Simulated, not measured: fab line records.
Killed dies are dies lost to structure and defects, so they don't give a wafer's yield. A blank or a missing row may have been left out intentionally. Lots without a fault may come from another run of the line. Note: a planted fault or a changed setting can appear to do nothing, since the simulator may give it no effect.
fab line records    flow nandHarc    part 1 of 2: steps 1 to 24 of 32
record: lots: 5  wafers: 15  lastDay: 30
route steps=1302 shown A_CONTACT@1089 A_BLC@1107
lots that met no fault: taken from a fault-free run of the same line
startH: hours from the record's opening day to when the first of the lot's shown wafers began    waitH: time in hours since the lot's previous step    " unchanged from the row above    L1.1+2: one row covering several wafers at once    - no value, or no start was given    * or withheld: withheld    < > ~ a bound
route shown NAME@n: names a module that has steps shown in the file, with the first one's number in the route    usual: the fault-free wafers' mean and standard deviation    same: alike in all rows    chamber/n: place in a boat    sites: readings site by site    _std_site: standard deviation across them    _edge_site: the outer-site mean with the inner-site mean subtracted    radiusMm: how far each site lies from the wafer's centre    mask NAME#n: copy n    behind: the most recent tool/chamber to have shaped the wafer    hold: cause of the lot's hold/its duration in hours/its outcome    device: whichever transistor did not switch (one of n, p or np)    end of line: at the end of the route, the tests of the same wafers    where a step has no rows: the recipe by itself    killed: not the wafer's yield, but the dies lost to structure and defects at the first sort    map: per-die view of a wafer (x killed, . not killed, _ where there is no die)
set.NAME: the setting that was run; set.NAME@STEP: the one run at that earlier step    model.NAME: the simulator's own value behind a step, which no gauge read
lots at some steps of the route; a table a step, a row a wafer
services: a tool's chamber out of use, with start hour (startH, from the record's first day; less than 0 if before it), hours out, and reason
== steps ==
step: NHARC_A_CONTACT_ETCH_137
recipe: sourceW: withheld  pressureMtorr: 20  biasV: 1200  timeS: 311  targetDepthA: 19120  arFlowSccm: withheld  c4f8FlowSccm: withheld  o2FlowSccm: withheld  chemistry: C4F8/O2/Ar
usual: chamberPressureMTorr: 20.001/0.019
lot.wafer  tool           chamber  startH  waitH  chamberPressureMTorr  rfHoursCounterH
L074.1     harCapEtch-02  1        510.69  0.2    19.994                90
L074.4     "              0        "       "      19.995                -
L074.6     "              0        "       "      20.021                -
L077.1     harCapEtch-01  1        526.31  0.2    20.008                5
L077.4     "              1        "       "      20.006                -
L077.3     "              0        "       "      20.002                -
L080.1     harCapEtch-01  0        573.56  0.2    20.002                10
L080.4     "              1        "       "      19.990                -
L080.6     "              1        "       "      20.004                -
L085.2     harCapEtch-01  1        625.58  0.2    20.002                18
L085.4     "              0        "       "      20.030                -
L085.5     "              1        "       "      20.011                -
L088.2     harCapEtch-01  1        654.47  0.2    20.006                26
L088.1     "              0        "       "      20.018                26
L088.4     "              0        "       "      19.996                -
step: NHARC_A_CONTACT_ETCH_138
recipe: sourceW: withheld  pressureMtorr: 20  biasV: 1200  timeS: 311  targetDepthA: 19140  arFlowSccm: withheld  c4f8FlowSccm: withheld  o2FlowSccm: withheld  chemistry: C4F8/O2/Ar
usual: chamberPressureMTorr: 19.999/0.018
lot.wafer  tool           chamber  startH  waitH  chamberPressureMTorr  rfHoursCounterH
L074.1     harCapEtch-02  1        510.96  0.2    20.005                90
L074.4     "              0        "       "      20.018                -
L074.6     "              0        "       "      19.982                -
L077.1     harCapEtch-01  1        526.57  0.2    20.034                5
L077.4     "              1        "       "      20.006                -
L077.3     "              0        "       "      19.990                -
L080.1     harCapEtch-01  0        573.83  0.2    19.993                10
L080.4     "              1        "       "      20.007                -
L080.6     "              1        "       "      19.960                -
L085.2     harCapEtch-01  1        625.85  0.2    20.015                18
L085.4     "              0        "       "      19.967                -
L085.5     "              1        "       "      20.002                -
L088.2     harCapEtch-01  1        654.74  0.2    20.014                26
L088.1     "              0        "       "      19.994                26
L088.4     "              0        "       "      20.016                -
step: NHARC_A_CONTACT_ETCH_139
recipe: sourceW: withheld  pressureMtorr: 20  biasV: 400  timeS: 195  targetDepthA: 8400  arFlowSccm: withheld  c4f8FlowSccm: 11.5  o2FlowSccm: 7.2  chemistry: C4F8/O2/Ar
usual: chamberPressureMTorr: 20.001/0.017
lot.wafer  tool           chamber  startH  waitH  chamberPressureMTorr  rfHoursCounterH
L074.1     harCapEtch-02  1        511.24  0.2    19.978                90
L074.4     "              0        "       "      20.017                -
L074.6     "              0        "       "      20.012                -
L077.1     harCapEtch-01  1        526.85  0.2    20.029                5
L077.4     "              1        "       "      19.984                -
L077.3     "              0        "       "      19.987                -
L080.1     harCapEtch-01  0        574.10  0.2    19.992                11
L080.4     "              1        "       "      19.980                -
L080.6     "              1        "       "      20.012                -
L085.2     harCapEtch-01  1        626.12  0.2    20.017                19
L085.4     "              0        "       "      20.023                -
L085.5     "              1        "       "      20.013                -
L088.2     harCapEtch-01  1        655.01  0.2    20.008                26
L088.1     "              0        "       "      19.989                26
L088.4     "              0        "       "      20.029                -
step: NHARC_A_CONTACT_ETCH_92
recipe: targetDepthA: 400  overEtchFrac: 0.5  timeS: 85.7  ionEnergyEv: 120  ch3fFlowSccm: 50  o2FlowSccm: 30  arFlowSccm: 200  rfW: 500  biasW: 100  chemistry: CH3F/O2
usual: chamberPressureMTorr: 24.998/0.022  drypumpMotorCurrentA: 5.9/0.33  mfcArSccm: 200.0/0.58  oesProductAu: 0.938/0.02  rfVppV: 245.1/1.5  showerheadPlenumPTorr: 2.51/0.1  throttleValvePct: 20.661/0.0091
lot.wafer  tool        chamber  startH  waitH  chamberPressureMTorr  drypumpMotorCurrentA  mfcArSccm  oesProductAu  rfHoursCounterH  rfVppV  showerheadPlenumPTorr  throttleValvePct
L074.1     rieDiel-04  3        511.79  0.5    25.018                6.2                   200.4      0.919         47               244.5   2.43                   20.641
L074.4     "           0        "       "      24.981                5.2                   200.9      0.922         49               243.8   2.31                   20.665
L074.6     "           3        "       "      24.999                6.2                   199.8      0.921         -                245.6   2.43                   20.674
L077.3     rieDiel-04  1        527.43  0.4    25.018                5.4                   200.7      0.993         57               246.6   2.61                   20.668
L077.1     "           2        "       "      24.996                5.7                   200.1      0.987         55               244.8   2.45                   20.660
L077.4     "           3        "       "      24.991                6.3                   200.0      0.986         -                243.1   2.43                   20.659
L080.1     rieDiel-07  3        574.63  0.5    25.019                6.3                   201.1      0.957         17               246.1   2.51                   20.658
L080.4     "           0        "       "      24.983                6.1                   199.4      0.955         17               244.9   2.55                   20.669
L080.6     "           3        "       "      25.014                6.2                   200.1      0.953         -                245.6   2.51                   20.665
L085.4     rieDiel-07  2        626.69  0.4    25.017                6.1                   199.3      0.941         24               247.6   2.64                   20.656
L085.2     "           0        "       "      25.000                6.1                   199.1      0.938         27               245.4   2.55                   20.664
L085.5     "           1        "       "      24.982                5.9                   199.5      0.939         -                246.0   2.55                   20.675
L088.1     rieDiel-11  1        655.57  0.5    25.024                5.8                   200.7      0.925         12               245.1   2.51                   20.659
L088.4     "           3        "       "      25.040                5.9                   200.2      0.928         11               245.9   2.63                   20.647
L088.2     "           0        "       "      24.990                6.4                   200.9      0.924         10               243.6   2.40                   20.661
step: NHARC_A_CONTACT_ETCH_98
recipe: targetDepthA: 200  overEtchFrac: 0.5  timeS: 10  ionEnergyEv: 250  c4f6FlowSccm: 25  o2FlowSccm: 20  arFlowSccm: 500  rfW: 600  biasW: 500  chemistry: C4F6/O2
usual: chamberPressureMTorr: 30.002/0.026  drypumpMotorCurrentA: 6.0/0.32  mfcArSccm: 499.9/1.6  oesProductAu: 0.958/0.018  rfVppV: 549/3.2  showerheadPlenumPTorr: 4.00/0.15  throttleValvePct: 26.903/0.0089
lot.wafer  tool        chamber  startH  waitH  chamberPressureMTorr  drypumpMotorCurrentA  mfcArSccm  oesProductAu  rfHoursCounterH  rfVppV  showerheadPlenumPTorr  throttleValvePct
L074.4     rieDiel-04  3        -       -      29.994                6.3                   499.7      0.942         47               547     3.88                   26.905
L074.1     "           2        "       "      29.976                5.7                   498.4      0.932         48               546     3.92                   26.904
L074.6     "           3        "       "      30.015                6.3                   500.6      0.953         -                546     3.88                   26.913
L077.1     rieDiel-04  1        527.57  0.1    30.031                5.4                   498.8      1.004         57               552     4.16                   26.901
L077.3     "           2        "       "      30.003                5.7                   502.4      0.982         55               546     3.91                   26.900
L077.4     "           2        "       "      30.042                5.7                   500.2      0.990         -                547     3.91                   26.907
L080.4     rieDiel-07  2        -       -      30.010                6.1                   500.9      0.952         14               552     4.20                   26.897
L080.1     "           3        "       "      30.015                6.2                   499.8      0.960         17               549     4.01                   26.888
L080.6     "           1        "       "      29.991                5.9                   499.9      0.956         -                551     4.07                   26.891
L085.2     rieDiel-07  0        -       -      29.982                6.1                   499.6      0.949         27               550     4.06                   26.890
L085.4     "           1        "       "      29.973                5.9                   498.9      0.964         27               549     4.06                   26.892
L085.5     "           0        "       "      29.952                6.2                   502.3      0.947         -                549     4.06                   26.909
L088.4     rieDiel-11  3        -       -      29.993                5.8                   503.0      0.925         11               553     4.19                   26.890
L088.1     "           0        "       "      30.067                6.4                   500.7      0.936         10               544     3.83                   26.905
L088.2     "           2        "       "      30.021                5.6                   501.9      0.941         13               552     4.22                   26.916
step: NHARC_A_CONTACT_CD_MEAS_15
usual: cdNm: 190.2/0.55
lot.wafer  tool      chamber  startH  waitH  cdNm
L074.1     cdSem-03  -        512.01  -      190.1
L074.4     "         -        "       "      189.2
L074.6     "         -        "       "      189.8
L077.1     cdSem-02  -        527.66  -      190.1
L077.3     "         -        "       "      190.4
L077.4     "         -        "       "      190.8
L080.1     cdSem-03  -        574.83  -      190.8
L080.4     "         -        "       "      190.6
L080.6     "         -        "       "      190.4
L085.2     cdSem-01  -        626.90  -      190.1
L085.4     "         -        "       "      190.4
L085.5     "         -        "       "      190.8
L088.1     cdSem-01  -        655.79  -      190.5
L088.2     "         -        "       "      190.2
L088.4     "         -        "       "      190.3
step: NHARC_A_CONTACT_STRIP_107
recipe: n2FlowSccm: 150  h2FlowSccm: 150  arFlowSccm: 0  biasW: 0  chemistry: N2/H2
lot.wafer   tool        chamber  startH  waitH
L074.1+4+6  rieDiel-07  1,3,2    512.08  0.1
L077.1+4+3  rieDiel-07  2,3,0    527.73  0.1
L080.4+1+6  rieDiel-07  0,1,3    574.92  0.1
L085.4+2+5  rieDiel-04  3,0,2    626.98  0.1
L088.2+1+4  rieDiel-04  0,2,3    655.87  0.1
step: NHARC_A_CONTACT_STRIP_108
recipe: cf4FlowSccm: 100  chf3FlowSccm: 30  arFlowSccm: 0  biasW: 0  chemistry: CF4/CHF3
lot.wafer   tool        chamber  startH  waitH
L074.4+1+6  rieDiel-07  3,0,1    512.18  0.1
L077.1+4+3  rieDiel-07  1,2,0    527.83  0.1
L080.4+1+6  rieDiel-07  1,3,2    575.00  0.1
L085.4+2+5  rieDiel-04  2,3,2    627.07  0.1
L088.4+2+1  rieDiel-04  0,2,3    656.01  0.1
step: NHARC_A_CONTACT_STRIP_109
recipe: o2FlowSccm: 400  cosFlowSccm: 20  arFlowSccm: 0  biasW: 0  chemistry: O2/COS
lot.wafer   tool        chamber  startH  waitH
L074.1+4+6  rieDiel-07  3,0,0    512.24  0.0
L077.3+4+1  rieDiel-07  3,0,1    527.89  0.1
L080.1+4+6  rieDiel-07  0,2,1    575.06  0.1
L085.4+2+5  rieDiel-04  3,1,0    627.13  0.1
L088.1+2+4  rieDiel-04  2,3,0    656.08  0.1
step: NHARC_A_CONTACT_ETCH_110
recipe: targetDepthA: 600  overetchA: 60  timeS: 33  ionEnergyEv: 100  cf4FlowSccm: 80  o2FlowSccm: 20  arFlowSccm: 0  rfW: 300  biasW: 100  chemistry: CF4/O2
usual: cf4FlowSccm: 79.98/0.24  chamberPressureMTorr: 30.000/0.029  drypumpMotorCurrentA: 5.9/0.34  mfcArSccm: 0.011/0.014  oes_f_703_au: 1.000/0.0044  oesProductAu: 1.003/0.0089  rfVppV: 198.5/1.3  showerheadPlenumPTorr: 1.36/0.055  throttleValvePct: 13.397/0.0098
lot.wafer  tool        chamber  startH  waitH  cf4FlowSccm  chamberPressureMTorr  drypumpMotorCurrentA  mfcArSccm  oes_f_703_au  oesProductAu  rfHoursCounterH  rfVppV  showerheadPlenumPTorr  throttleValvePct
L074.1     rieDiel-07  2        512.30  0.1    79.52        30.004                6.1                   0          1.006         1.003         4                199.0   1.44                   13.391
L074.4     "           3        "       "      80.31        30.001                6.2                   0.021      0.993         0.994         5                198.1   1.37                   13.408
L074.6     "           2        "       "      79.50        30.017                6.1                   0          0.997         1.018         -                199.5   1.44                   13.415
L077.4     rieDiel-07  2        527.95  0.1    79.37        30.021                6.0                   0          0.997         1.004         10               200.7   1.44                   13.400
L077.1     "           3        "       "      79.76        29.976                6.3                   0.021      1.000         1.003         10               198.7   1.37                   13.384
L077.3     "           0        "       "      80.24        30.018                6.2                   0          1.004         0.999         9                198.3   1.39                   13.407
L080.4     rieDiel-07  0        575.13  0.1    80.27        29.987                6.2                   0          1.003         1.009         17               200.2   1.39                   13.377
L080.1     "           2        "       "      79.85        29.944                6.1                   0          1.003         1.012         14               200.7   1.43                   13.396
L080.6     "           3        "       "      79.76        29.986                6.2                   0.021      1.001         1.007         -                199.5   1.37                   13.397
L085.4     rieDiel-04  0        627.19  0.1    79.46        29.943                5.2                   0.040      1.006         1.000         18               196.8   1.25                   13.405
L085.2     "           1        "       "      79.95        29.984                5.4                   0          0.998         1.009         31               198.9   1.41                   13.402
L085.5     "           3        "       "      80.07        30.013                6.2                   0          1.003         1.014         -                197.5   1.31                   13.390
L088.4     rieDiel-04  1        656.16  0.1    80.36        29.972                5.3                   0          1.006         0.992         39               197.8   1.41                   13.379
L088.1     "           2        "       "      80.13        30.040                5.7                   0.037      0.999         1.005         38               196.4   1.32                   13.410
L088.2     "           0        "       "      80.31        30.022                5.2                   0.040      0.998         0.996         27               195.7   1.25                   13.400
step: NHARC_A_CONTACT_STRIP_26
recipe: o2FlowSccm: 500  arFlowSccm: 0  biasW: 0  chemistry: O2
usual: chamberPressureMTorr: 60.00/0.056  drypumpMotorCurrentA: 5.9/0.34  mfcArSccm: 0.011/0.014  oesProductAu: 1.003/0.008  rfVppV: 57.8/0.91  showerheadPlenumPTorr: 3.61/0.14  throttleValvePct: 17.035/0.0091
lot.wafer  tool        chamber  startH  waitH  chamberPressureMTorr  drypumpMotorCurrentA  mfcArSccm  oesProductAu  rfHoursCounterH  rfVppV  showerheadPlenumPTorr  throttleValvePct
L074.4     rieDiel-07  1        -       -      59.88                 6.0                   0.008      0.996         4                58.8    3.67                   17.037
L074.1     "           2        "       "      60.00                 6.1                   0          1.020         4                59.3    3.79                   17.019
L074.6     "           1        "       "      59.93                 6.0                   0.008      0.997         -                56.5    3.67                   17.033
L077.4     rieDiel-07  1        -       -      60.09                 5.9                   0.008      1.006         9                59.5    3.67                   17.044
L077.1     "           2        "       "      60.09                 6.1                   0          1.009         10               57.1    3.78                   17.041
L077.3     "           3        "       "      59.94                 6.3                   0.021      1.004         10               57.3    3.61                   17.023
L080.1     rieDiel-07  0        -       -      59.94                 6.2                   0          1.013         17               56.9    3.66                   17.028
L080.4     "           2        "       "      60.02                 6.1                   0          1.018         14               58.5    3.78                   17.039
L080.6     "           3        "       "      59.94                 6.3                   0.021      1.005         -                57.3    3.60                   17.030
L085.2     rieDiel-04  3        -       -      60.01                 6.2                   0          1.007         29               57.8    3.47                   17.046
L085.4     "           2        "       "      60.05                 5.7                   0.037      1.004         31               57.8    3.50                   17.050
L085.5     "           3        "       "      60.07                 6.3                   0          1.014         -                56.7    3.47                   17.053
L088.1     rieDiel-04  3        -       -      60.04                 6.2                   0          1.013         38               58.2    3.46                   17.033
L088.4     "           0        "       "      60.03                 5.2                   0.040      1.001         27               58.7    3.31                   17.026
L088.2     "           1        "       "      59.93                 5.4                   0          1.009         39               58.1    3.72                   17.017
step: NHARC_A_CONTACT_STRIP_27
recipe: timeS: 600  tempC: 30  chemistry: postEtchResidueRemover
lot.wafer   tool         chamber  startH  waitH
L074.4+6+1  wetBench-09  6,1,3    512.68  -
L077.1+3+4  wetBench-01  2,3,4    528.34  -
L080.4+6+1  wetBench-09  4,6,0    575.51  -
L085.2+5+4  wetBench-05  5,0,1    627.57  -
L088.1+4+2  wetBench-01  6,2,3    656.56  -
step: NHARC_A_CONTACT_ALD_18
recipe: targetThkA: 30  pulseTimeS: 1  aldCycles: 150  tempC: 450  material: TiN
usual: heaterPowerW: 1065/120  precursorPulseHeightRel: 0.999/0.021
lot.wafer  tool         chamber  startH  waitH  heaterPowerW  precursorPulseHeightRel
L074.4     aldMetal-03  2        512.95  -      1155          1.012
L074.1     "            0        "       "      1169          1.016
L074.6     "            3        "       "      989           1.004
L077.1     aldMetal-03  0        528.60  -      1186          1.006
L077.4     "            1        "       "      1231          1.006
L077.3     "            2        "       "      1110          0.992
L080.4     aldMetal-01  0        575.77  -      973           1.026
L080.1     "            3        "       "      972           1.001
L080.6     "            1        "       "      980           0.994
L085.4     aldMetal-03  0        627.83  -      1155          0.970
L085.2     "            3        "       "      982           1.013
L085.5     "            0        "       "      1145          0.962
L088.2     aldMetal-01  2        656.83  -      1062          0.982
L088.4     "            3        "       "      966           1.024
L088.1     "            1        "       "      979           1.040
step: NHARC_A_CONTACT_CVD_19
recipe: targetThkA: 3000  tempC: 300  pressureTorr: 40  wf6FlowSccm: 40  h2FlowSccm: 1600  arFlowSccm: 1560  timeS: 802  material: W
usual: heaterPowerW: 465/43  mfcArSccm: 1561/4.9  throttleValvePct: 7.91/0.26
lot.wafer  tool     chamber  startH  waitH  heaterPowerW  mfcArSccm  throttleValvePct
L074.1     cvdW-01  0        -       -      421           1560       8.09
L074.4     "        1        "       "      457           1560       7.85
L074.6     "        0        "       "      423           1561       7.92
L077.1     cvdW-01  0        -       -      414           1568       7.84
L077.3     "        1        "       "      452           1567       7.75
L077.4     "        0        "       "      405           1564       8.21
L080.1     cvdW-02  0        -       -      499           1568       7.97
L080.4     "        0        "       "      494           1560       7.68
L080.6     "        0        "       "      487           1566       7.87
L085.2     cvdW-02  0        -       -      499           1564       8.18
L085.4     "        0        "       "      495           1557       8.22
L085.5     "        0        "       "      496           1561       8.27
L088.2     cvdW-02  0        -       -      489           1563       7.64
L088.1     "        1        "       "      508           1558       7.92
L088.4     "        0        "       "      487           1562       7.77
step: NHARC_A_CONTACT_CMP_20
recipe: tOverpolishS: 30  targetThkNm: 300
usual: motorCurrentA: 12.1/1  overpolishRunS: 30.000/0.01  timeToEndpointS: 60.2/2.7
lot.wafer  tool    chamber  startH  waitH  motorCurrentA  overpolishRunS  timeToEndpointS
L074.1     cmp-02  3        514.04  0.8    11.7           30.002          59.2
L074.4     "       1        "       "      10.5           30.014          57.4
L074.6     "       3        "       "      11.9           30.009          57.9
L077.3     cmp-01  1        529.69  0.5    12.9           29.999          58.3
L077.1     "       2        "       "      13.1           29.996          62.8
L077.4     "       0        "       "      12.8           30.002          62.0
L080.4     cmp-03  0        577.61  0.7    11.5           30.011          57.7
L080.1     "       2        "       "      11.1           30.004          58.4
L080.6     "       0        "       "      11.8           30.003          62.2
L085.4     cmp-01  0        628.98  0.6    13.1           29.998          63.7
L085.2     "       1        "       "      12.3           29.998          63.7
L085.5     "       3        "       "      10.8           30.005          61.1
L088.1     cmp-01  1        657.95  0.7    13.1           29.996          62.7
L088.2     "       2        "       "      13.4           30.002          62.4
L088.4     "       3        "       "      10.3           29.999          56.9
step: NHARC_A_CONTACT_SRD_22
lot.wafer   tool         chamber  startH  waitH
L074.1+6+4  wetBench-05  5,7,1    514.36  0.0
L077.3+4+1  wetBench-05  1,4,6    530.01  0.0
L080.6+4+1  wetBench-01  5,6,0    577.91  0.0
L085.5+2+4  wetBench-05  3,4,5    629.26  0.0
L088.4+1+2  wetBench-09  7,0,1    658.26  0.1
step: NHARC_A_CONTACT_INSPECT_23
usual: rawDefectCount: 524/130
lot.wafer  tool              chamber  startH  waitH  rawDefectCount
L074.1     defectInspect-01  -        514.44  0.1    410
L074.4     "                 -        "       "      554
L074.6     "                 -        "       "      433
L077.1     defectInspect-01  -        530.09  0.1    793
L077.3     "                 -        "       "      718
L077.4     "                 -        "       "      641
L080.1     defectInspect-02  -        577.99  0.1    399
L080.4     "                 -        "       "      438
L080.6     "                 -        "       "      379
L085.2     defectInspect-01  -        629.33  0.1    395
L085.4     "                 -        "       "      463
L085.5     "                 -        "       "      557
L088.1     defectInspect-01  -        658.35  0.1    469
L088.2     "                 -        "       "      753
L088.4     "                 -        "       "      613
step: NHARC_A_BLC_DEHYDRATE_00
recipe: tempC: 150  timeS: 120
lot.wafer   tool           chamber  startH  waitH
L074.1+4+6  lithoTrack-04  0        514.50  0.1
L077.1+3+4  lithoTrack-01  0        530.15  0.1
L080.1+4+6  lithoTrack-04  0        578.05  0.1
L085.2+4+5  lithoTrack-04  0        629.39  0.1
L088.1+2+4  lithoTrack-04  0        658.41  0.1
step: NHARC_A_BLC_HMDS_01
recipe: timeS: 30
lot.wafer   tool           chamber  startH  waitH
L074.1+4+6  lithoTrack-04  0        -       -
L077.1+3+4  lithoTrack-01  0        -       -
L080.1+4+6  lithoTrack-04  0        -       -
L085.2+4+5  lithoTrack-04  0        -       -
L088.1+2+4  lithoTrack-04  0        -       -
step: NHARC_A_BLC_COAT_02
recipe: tempC: 260  timeS: 75
lot.wafer   tool           chamber  startH  waitH
L074.1+4+6  lithoTrack-04  0        -       -
L077.1+3+4  lithoTrack-01  0        -       -
L080.1+4+6  lithoTrack-04  0        -       -
L085.2+4+5  lithoTrack-04  0        -       -
L088.1+2+4  lithoTrack-04  0        -       -
step: NHARC_A_BLC_COAT_03
recipe: tempC: 225  timeS: 65
lot.wafer   tool           chamber  startH  waitH
L074.1+4+6  lithoTrack-04  0        -       -
L077.1+3+4  lithoTrack-01  0        -       -
L080.1+4+6  lithoTrack-04  0        -       -
L085.2+4+5  lithoTrack-04  0        -       -
L088.1+2+4  lithoTrack-04  0        -       -
step: NHARC_A_BLC_COAT_04
recipe: spinRpm: 1500  resistThkNm: 90
lot.wafer   tool           chamber  startH  waitH
L074.1+4+6  lithoTrack-04  0        -       -
L077.1+3+4  lithoTrack-01  0        -       -
L080.1+4+6  lithoTrack-04  0        -       -
L085.2+4+5  lithoTrack-04  0        -       -
L088.1+2+4  lithoTrack-04  0        -       -
step: NHARC_A_BLC_SOFTBAKE_05
recipe: tempC: 105  timeS: 55
lot.wafer   tool           chamber  startH  waitH
L074.1+4+6  lithoTrack-04  0        -       -
L077.1+3+4  lithoTrack-01  0        -       -
L080.1+4+6  lithoTrack-04  0        -       -
L085.2+4+5  lithoTrack-04  0        -       -
L088.1+2+4  lithoTrack-04  0        -       -
step: NHARC_A_BLC_EBR_06
lot.wafer   tool           chamber  startH  waitH
L074.1+4+6  lithoTrack-04  0        -       -
L077.1+3+4  lithoTrack-01  0        -       -
L080.1+4+6  lithoTrack-04  0        -       -
L085.2+4+5  lithoTrack-04  0        -       -
L088.1+2+4  lithoTrack-04  0        -       -
